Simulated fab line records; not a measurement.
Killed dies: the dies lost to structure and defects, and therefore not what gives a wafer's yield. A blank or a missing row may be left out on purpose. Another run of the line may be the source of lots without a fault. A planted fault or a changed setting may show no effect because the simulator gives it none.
fab line records -- flow n5Finfet
[record] lots = 7, wafers = 39
route steps=1938 shown DUMMY_GATE@250 HKMG_FIN@388 GATE_CUT@469 MOL_CONTACT_COAG@544 BEOL_M4@1111
startH: hours from the record's first day to the start of the lot's first wafer shown -- waitH: time in hours since the lot's previous step -- " repeats the value in the row above -- L1.1+2: several wafers, shown together as one row -- - no value, or no start was given -- * or withheld: withheld -- < > ~ a bound
route shown NAME@n: NAME is a module with steps in the file, n the number in the route of the first one -- usual: mean/standard deviation of fault-free wafers -- same: alike in all rows -- chamber/n: place in a boat -- sites: readings site by site -- _std_site: standard deviation of those values -- _edge_site: outer sites' mean less inner sites' -- radiusMm: how far each site lies from the wafer's centre -- mask NAME#n: copy n -- behind: tool/chamber where the wafer was last shaped -- hold: cause of the lot's hold/its duration in hours/its outcome -- device: names the non-switching transistor (n, p or np) -- end of line: the route-end tests of the same wafers -- a step with no rows: only its recipe -- killed: at the first sort, the dies lost to defects and structure; wafer yield is something else -- map: a wafer's dies, x killed, . not, _ none there
set.NAME: the setting as run; set.NAME@STEP: as run at that earlier step -- model.NAME: the simulator's own value behind a step, which no gauge read
one table per step and one row per wafer, for lots whose settings were changed on purpose
[[steps]]
[step N5_DUMMY_GATE_ETCH_42]
[recipe] chemistry = CHF3/O2, target = SiO2, targetDepthA = 35, timeS = 31, ionEnergyEv = 30, biasW = 12, pressureMtorr = 30, sourceW = 600, Ar_flow_sccm = 200, CHF3_flow_sccm = 50, O2_flow_sccm = 5
[step N5_HKMG_FIN_ALD_74]
[recipe] material = La2O3, targetThkA = 5, tempC = 250, aldPrecursorFamily = La-Cp, aldCoReactant = O3, pulseTimeS = 6, coReactantPulseTimeS = 1, purgeTimeS = 3, coReactantPurgeTimeS = 3
[step N5_HKMG_FIN_ETCHBACK_68]
[recipe] chemistry = Cl2/Ar, stopOn = HfO2, targetDepthA = 5, pressureMtorr = 10, icpW = 600, biasW = 60, Cl2_flow_sccm = 40, Ar_flow_sccm = 60
[step N5_HKMG_FIN_ALD_21]
[recipe] material = TiN, targetThkA = 15, tempC = 400, aldPrecursorFamily = TiCl4, aldCoReactant = NH3, pulseTimeS = 1, purgeTimeS = 3, coReactantPurgeTimeS = 2, coReactantPulseTimeS = 2, aldCycles = 68, pressureTorr = 3
[step N5_GATE_CUT_ETCH_58]
[recipe] chemistry = CH3F/O2, target = SiNx, targetDepthA = 170, timeS = 128.6, ionEnergyEv = 50, pressureMtorr = 30, sourceW = 415, biasW = 21, Ar_flow_sccm = 150, CH3F_flow_sccm = 30, O2_flow_sccm = 20
[step N5_MOL_CONTACT_COAG_ALD_20]
[step N5_BEOL_M4_RC_MEAS_101]
[usual] IOFF_P_LONG = 0.000103/1.1e-05, VT_P = -251/4.4, VT_P_LONG = -276/3.5
lot.wafer,tool,chamber,startH,waitH,set.biasW@DUMMY_GATE_ETCH_42,set.targetThkA@HKMG_FIN_ALD_74,set.targetDepthA@HKMG_FIN_ETCHBACK_68,set.aldCycles@HKMG_FIN_ALD_21,set.biasW@GATE_CUT_ETCH_58,set.coReactantPulseTimeS@MOL_CONTACT_COAG_ALD_20,IOFF_P_LONG[nA/um],VT_P[mV],VT_P_LONG[mV]
L074.1,prober-01,0,164.22,0.2,12,5,5,68,21,2,0.000119,-247,-269
L074.5,prober-01,0,164.22,0.2,12,5,5,68,21,2,0.000126,-243,-269
L074.6,prober-01,0,164.22,0.2,12,5,5,68,21,2,0.000116,-245,-269
L075.1,prober-02,0,166.53,0.0,11.33,5,5,68,23.38,1.757,0.000106,-249,-274
L075.2,prober-02,0,166.53,0.0,11.33,5.192,5,78,21,1.757,0.000102,-251,-277
L075.3,prober-02,0,166.53,0.0,11.33,5.192,4.345,68,21,2,0.000109,-253,-277
L075.4,prober-02,0,166.53,0.0,12,5,4.345,78,23.38,1.757,0.000115,-240,-271
L075.5,prober-02,0,166.53,0.0,12,5.192,4.345,68,23.38,2,0.0001,-254,-276
L075.6,prober-02,0,166.53,0.0,12,5,5,78,21,2,0.000123,-245,-273
L081.1,prober-01,0,232.56,0.0,12,4.63,5,68,21,2,0.000119,-247,-269
L081.2,prober-01,0,232.56,0.0,12,4.63,5,75,21,2,0.000119,-244,-271
L081.3,prober-01,0,232.56,0.0,12,4.63,5,75,21,1.628,0.000129,-246,-269
L081.4,prober-01,0,232.56,0.0,12,5,5,68,21,2,0.000105,-253,-273
L081.5,prober-01,0,232.56,0.0,12,5,5,75,21,1.628,0.0001,-250,-274
L081.6,prober-01,0,232.56,0.0,12,5,5,68,21,1.628,0.000112,-252,-278
L085.1,prober-01,0,251.19,0.0,12,5,5,68,22.41,2.453,0.000115,-248,-270
L085.2,prober-01,0,251.19,0.0,12,5,4.427,68,21,2.453,0.00011,-245,-275
L085.3,prober-01,0,251.19,0.0,12,5,4.427,68,21,2.453,0.000121,-245,-272
L085.4,prober-01,0,251.19,0.0,12,5,4.427,68,22.41,2,0.000118,-248,-273
L085.5,prober-01,0,251.19,0.0,12,5,5,68,22.41,2,0.00011,-248,-273
L085.6,prober-01,0,251.19,0.0,12,5,5,68,21,2,0.000117,-249,-274
L089.1,prober-01,0,275.16,0.0,11.08,5,4.627,68,21,2,9.6e-05,-252,-277
L089.2,prober-01,0,275.16,0.0,12,5.221,5,68,23.31,2,9.3e-05,-252,-280
L089.3,prober-01,0,275.16,0.0,11.08,5.221,5,68,23.31,1.863,9.2e-05,-256,-278
L089.4,prober-01,0,275.16,0.0,12,5,5,68,21,1.863,0.000101,-247,-276
L089.5,prober-01,0,275.16,0.0,11.08,5.221,4.627,68,21,1.863,8.9e-05,-255,-279
L089.6,prober-01,0,275.16,0.0,12,5,4.627,68,23.31,2,9.8e-05,-247,-278
L093.1,prober-02,0,293.05,0.0,12.71,5,4.795,68,21,1.587,0.0001,-248,-274
L093.2,prober-02,0,293.05,0.0,12.71,4.789,4.795,68,18.2,2,0.00012,-243,-269
L093.3,prober-02,0,293.05,0.0,12,5,5,68,18.2,2,0.000107,-246,-275
L093.4,prober-02,0,293.05,0.0,12.71,4.789,5,68,21,2,0.000126,-247,-272
L093.5,prober-02,0,293.05,0.0,12,5,5,68,18.2,1.587,0.000107,-248,-273
L093.6,prober-02,0,293.05,0.0,12,4.789,4.795,68,21,1.587,0.000109,-244,-270
L097.1,prober-01,0,319.44,0.0,12,5,5,68,21,2.223,7.8e-05,-265,-284
L097.2,prober-01,0,319.44,0.0,12,5,5,78,21,2.223,8e-05,-256,-284
L097.3,prober-01,0,319.44,0.0,9.799,5,5,78,21,2,9e-05,-259,-283
L097.4,prober-01,0,319.44,0.0,12,4.407,5,68,21,2,0.000113,-249,-272
L097.5,prober-01,0,319.44,0.0,9.799,4.407,5,78,21,2.223,0.000113,-248,-275
L097.6,prober-01,0,319.44,0.0,9.799,4.407,5,68,21,2,0.000105,-254,-275
[[key]]
[split] step = N5_DUMMY_GATE_ETCH_42, setting = biasW, statedAs = 12
response none clear
[split] step = N5_HKMG_FIN_ALD_74, setting = targetThkA, statedAs = 5
[response] step = N5_BEOL_M4_RC_MEAS_101, reading = VT_P_LONG, slope = -0.793, per = 1%, togetherWith = all, explained = 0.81
[response] step = N5_BEOL_M4_RC_MEAS_101, reading = VT_P, slope = -0.97, per = 1%, togetherWith = all, explained = 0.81
[response] step = N5_BEOL_M4_RC_MEAS_101, reading = IOFF_P_LONG, slope = -2.35e-06, per = 1%, togetherWith = all, explained = 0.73
[split] step = N5_HKMG_FIN_ETCHBACK_68, setting = targetDepthA, statedAs = 5
response none clear
[split] step = N5_HKMG_FIN_ALD_21, setting = aldCycles, statedAs = 68
[response] step = N5_BEOL_M4_RC_MEAS_101, reading = VT_P, slope = +0.362, per = 1%, togetherWith = all, explained = 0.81
[split] step = N5_GATE_CUT_ETCH_58, setting = biasW, statedAs = 21
response none clear
[split] step = N5_MOL_CONTACT_COAG_ALD_20, setting = coReactantPulseTimeS, statedAs = 2
response none clear
